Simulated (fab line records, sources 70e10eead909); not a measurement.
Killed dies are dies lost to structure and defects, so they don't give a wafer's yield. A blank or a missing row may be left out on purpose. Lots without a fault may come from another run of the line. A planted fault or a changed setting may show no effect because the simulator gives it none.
Which tool did it? | flow nand_harc | 6 lots, 17 wafers sampled, at 3 steps of a route of 1302

WHAT THE GAUGES READ, wafer by wafer
NHARC_END_SORT_01.
lot  | measured     | on        | killed_at_array
L474 | day 27 08:11 | prober-01 | 57
L480 | day 29 10:20 | prober-02 | 38 46 54
L484 | day 31 05:10 | prober-02 | 47
L488 | day 33 13:08 | prober-02 | 48 50 44

WHICH TOOL RAN EACH LOT (tool, then ch and the chambers of the sampled wafers, then the start)
lot  | NHARC_A_SLIT_STRIP_18                         | NHARC_A_WL_FILL_ETCHBACK_17
L474 | rie_diel-12 ch 0,1, day 22 21:58 or earlier   | rie_metal-01 ch 1, day 23 18:41
L480 | rie_diel-04 ch 1,3, day 25 06:19 or earlier   | rie_metal-02 ch 0,1, day 25 23:08
L484 | rie_diel-07 ch 0,2,3, day 26 18:35 or earlier | rie_metal-03 ch 0,1, day 27 12:41
L483 | rie_diel-07 ch 0,2, day 27 07:32 or earlier   | rie_metal-01 ch 0,1, day 28 01:14
L486 | rie_diel-04 ch 0,2,3, day 27 23:38 or earlier | rie_metal-01 ch 0,1, day 28 21:26
L488 | rie_diel-12 ch 0,1,3, day 29 03:35 or earlier | rie_metal-01 ch 0,1, day 29 23:52
- NHARC_A_SLIT_STRIP_18: strips in O2.
- NHARC_A_WL_FILL_ETCHBACK_17: etches the open film in Cl2/BCl3, target depth 4 nm, time 26.7 s.

THE ANSWER, worked out from the rows above alone
Rule: what is usual is taken from the lots themselves. Put in order of their means at a reading, lots are off if they are a third of the lots or fewer, leave a main group of 4 or more, and stand apart from it by a gap of 3 or more times the standard deviation of the main group's means; of several such gaps the widest counts. A main group whose means are all the same, to the digits that the tables above print for the reading, isn't used. A lot without any number at a reading at which 4 lots or more have one is off too. The other lots that the step has rows for count as sound.
No lot is off at any reading shown: from this, nothing can be told.

WHAT THE SIMULATOR HAD PUT IN
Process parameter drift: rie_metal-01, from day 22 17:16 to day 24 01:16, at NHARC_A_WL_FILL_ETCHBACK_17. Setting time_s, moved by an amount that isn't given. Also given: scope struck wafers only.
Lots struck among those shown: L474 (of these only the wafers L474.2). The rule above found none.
